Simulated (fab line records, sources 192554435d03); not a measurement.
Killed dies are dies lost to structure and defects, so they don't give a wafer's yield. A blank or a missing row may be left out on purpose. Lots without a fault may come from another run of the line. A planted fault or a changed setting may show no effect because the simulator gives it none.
Problem report in the 8D (eight disciplines) form, filled by code | flow n5_finfet | the parts of the form that need people (team, actions taken, sign-off) are left out

1. THE PROBLEM
spin_speed_rpm at N5_BEOL_M7_COAT_22 reads a mean of 1373.1 rpm on 6 wafers of 2 lots; wafers without a fault read 1500.0 rpm with a standard deviation of 0.97. That is -99 or more standard deviations from the usual mean.
The step: resist thk 30 nm.
First seen on wafer L778.1, day 13 18:43, on litho_track-03. The record holds 18 wafers of 6 lots with a number at this step. Rule for "out", or "out of limits": more than 4 standard deviations from the usual mean. The other wafers with a number count as sound.

2. WHAT IT IS AND WHAT IT IS NOT
question                    | is                     | is not
which readings at this step | spin_speed_rpm         | -
which lots                  | L778, L781             | L763, L765, L766, L782
which wafers of those lots  | all that have a number | -
read on which tools         | litho_track-03         | litho_track-04
when                        | from day 13 18:43      | up to then (9 sound wafers); but 3 sound wafers of L782 came after

3. SUSPECTS, AND WHAT RULES EACH OUT
Counting: a tool at a process step up to the reading stays a suspect if it ran every lot that is out and no sound lot after the first of them.
- litho_track-03 at N5_BEOL_M7_COAT_22 (resist thk 30 nm): kept. It ran every lot that is out, first L778 (day 13 18:43), and no sound lot after that; its last sound lot up to then is L766 (day 10 17:54). Its own readings are out on those wafers: spin_speed_rpm.
Left after counting: litho_track-03 at N5_BEOL_M7_COAT_22.

4. THE CAUSE (what the simulator had put in)
Process parameter drift: litho_track-03, from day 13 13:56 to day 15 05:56, at N5_BEOL_M7_COAT_22. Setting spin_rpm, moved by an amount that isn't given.
Counting left only this tool.

5. THE CHAIN OF EFFECTS, in route order
Each row: a reading whose mean over the struck wafers that have a number lies more than 3 standard deviations from the usual. Only readings for which the record gives a usual standard deviation are gone through. hours: the time from each lot's start at the first step in this table that gives one to its start at this step, as a median over the lots. sigmas: the change in usual standard deviations.
hours | step               | reading        | usual      | on struck wafers | change | sigmas
0     | N5_BEOL_M7_COAT_22 | spin_speed_rpm | 1500.0 rpm | 1373.1           | -126.9 | -99 or more
The process steps in it:
- N5_BEOL_M7_COAT_22: resist thk 30 nm.
Later measuring or inspecting steps at which every struck wafer that the step has a row for has a number for every such reading, and none has moved that far: N5_BEOL_M7_CD_MEAS_28, N5_BEOL_M7_OVL_MEAS_29, N5_BEOL_M7_INSPECT_30.

6. WHAT WOULD HAVE CAUGHT IT SOONER
In this record the first reading out of limits was taken at day 13 18:43, 5 hours after the fault began at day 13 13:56.
